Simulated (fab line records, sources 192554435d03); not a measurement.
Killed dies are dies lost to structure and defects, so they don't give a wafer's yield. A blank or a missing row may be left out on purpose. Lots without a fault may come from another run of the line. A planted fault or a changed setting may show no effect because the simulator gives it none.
A struck lot beside a sound one | flow n5_finfet | 16 steps out of a route of 1938
Sound: wafers L402.2, L402.3, L402.6. Struck: wafers L414.2, L414.5, L414.6. The cause comes at the end.
At each step with rows: each side's tool, then ch and its chambers, then its first start. Under that, the readings that differ: sound wafers | struck wafers | difference of the means | sigmas: that difference in standard deviations of wafers without a fault.
alike: readings whose means differ by less than 2 such deviations, and words and numbers that are the same on both sides. not compared: withheld readings, readings that some wafer has no value for, bounds like >300 that may hide the same value, and numbers for which the record gives no deviation and whose values overlap.
The two part at a step that has a row with sigmas, a row that says differs or no value, or rows on one side only. Numbers that don't overlap but have no deviation are shown without sigmas and don't part them. A reading that every wafer of one side lacks parts them only if that side has two wafers or more.

first, 6 steps without rows for these wafers: N5_BEOL_M4_COAT_05 (resist thk 30 nm); N5_BEOL_M4_EBR_07; N5_BEOL_M4_SOFTBAKE_06 (time 60 s); N5_BEOL_M4_EXPOSE_08 (exposes mask M4); N5_BEOL_M4_PEB_09 (peb time 60 s); N5_BEOL_M4_DEVELOP_10 (develop time 30 s).
N5_BEOL_M4_CD_MEAS_11: target cd 16.79 nm.
  sound on cd_sem-03 ch 0, day 9 19:25; struck on cd_sem-02 ch 0, day 13 12:14
  alike: cd_nm
N5_BEOL_M4_OVL_MEAS_12:
  sound on overlay-02 ch 0, day 9 19:27; struck on overlay-02 ch 0, day 13 12:17
  alike: M4_OVL
N5_BEOL_M4_INSPECT_13: inspects for defects (brightfield).
  sound on defect_inspect-02, day 9 19:30; struck on defect_inspect-02, day 13 12:20
  alike: raw_defect_count
N5_BEOL_M4_DESCUM_16: chemistry O2, time 7 s.
  sound on rie_diel-05 ch 0,1,2, day 9 19:32; struck on rie_diel-06 ch 2,3, day 13 12:22
  reading                     | sound       | struck      | difference | sigmas
  drypump_motor_current_A (A) | 6.4 6.2 6.7 | 4.9 4.9 5.0 | -1.5       | -3
  alike: oes_product_au, rf_vpp_V, showerhead_plenum_p_Torr, throttle_valve_pct
  not compared: rf_hours_counter_h
N5_BEOL_M4_ETCH_74: etches underlayer in N2/H2, target depth 6.5 nm, time 5.2 s.
  sound on rie_diel-05 ch 0,1,2, day 9 19:34; struck on rie_diel-06 ch 2,3, day 13 12:24
  reading                     | sound       | struck      | difference | sigmas
  drypump_motor_current_A (A) | 6.4 6.3 6.7 | 4.9 4.9 5.0 | -1.5       | -3
  alike: bias_w, etch_rf_on_time_s, oes_product_au, rf_vpp_V, showerhead_plenum_p_Torr, throttle_valve_pct
  not compared: rf_hours_counter_h
N5_BEOL_M4_ETCH_63: etches SiARC in CF4, target depth 15.6 nm, time 26 s.
  sound on rie_diel-05 ch 0,1,2, day 9 19:35; struck on rie_diel-06 ch 2,3, day 13 12:25
  reading                     | sound       | struck      | difference | sigmas
  drypump_motor_current_A (A) | 6.4 6.3 6.7 | 4.9 4.9 5.0 | -1.5       | -3
  alike: bias_w, etch_rf_on_time_s, oes_product_au, rf_vpp_V, showerhead_plenum_p_Torr, throttle_valve_pct
  not compared: rf_hours_counter_h
N5_BEOL_M4_ETCH_64: etches SOC in N2/H2, target depth 75 nm, overetch 22.5 nm, time 121.9 s.
  sound on rie_diel-05 ch 0,1,2, day 9 19:37; struck on rie_diel-06 ch 2,3, day 13 12:26
  reading                                    | sound             | struck            | difference | sigmas
  bias_w (W)                                 | 149.7 149.6 149.7 | 120.0 119.2 119.7 | -30.0      | -67
  drypump_motor_current_A (A)                | 6.4 6.2 6.7       | 4.9 4.9 5.0       | -1.5       | -3
  rf_vpp_V (V)                               | 523.9 523.5 521.4 | 453.9 456.4 452.1 | -68.8      | -28
  model.SiARC_of_BEOL_M4_COAT_62.thk_nm (nm) | 6 6.6 6.4         | 8 8 8             | +2         |
  alike: oes_product_au, showerhead_plenum_p_Torr, throttle_valve_pct
  not compared: rf_hours_counter_h
then, 1 step without rows for these wafers: N5_BEOL_M4_STRIP_65 (strips in N2/H2).
N5_BEOL_M4_RC_MEAS_101:
  sound on prober-02 ch 0, day 11 02:38; struck on prober-01 ch 0, day 14 06:01
  alike: DIBL_N, DIBL_P, IOFF_N, IOFF_P, ION_N, ION_P, SS_N, SS_P, VT_N, VT_P
-- the record jumps here: 5 days lie between the struck wafers' starts before and after (it left off in module BEOL_M4 and takes up again in module PASSIVATION, whose first step shown is number 1936 of the route) --
N5_PASSIVATION_PROBE_49:
  the record has rows for the struck wafers here (prober-01, day 18 19:25) and none for the sound ones

WHERE THEY PART
First at N5_BEOL_M4_DESCUM_16; last, within this record, at N5_PASSIVATION_PROBE_49.

WHY: what the simulator had put in
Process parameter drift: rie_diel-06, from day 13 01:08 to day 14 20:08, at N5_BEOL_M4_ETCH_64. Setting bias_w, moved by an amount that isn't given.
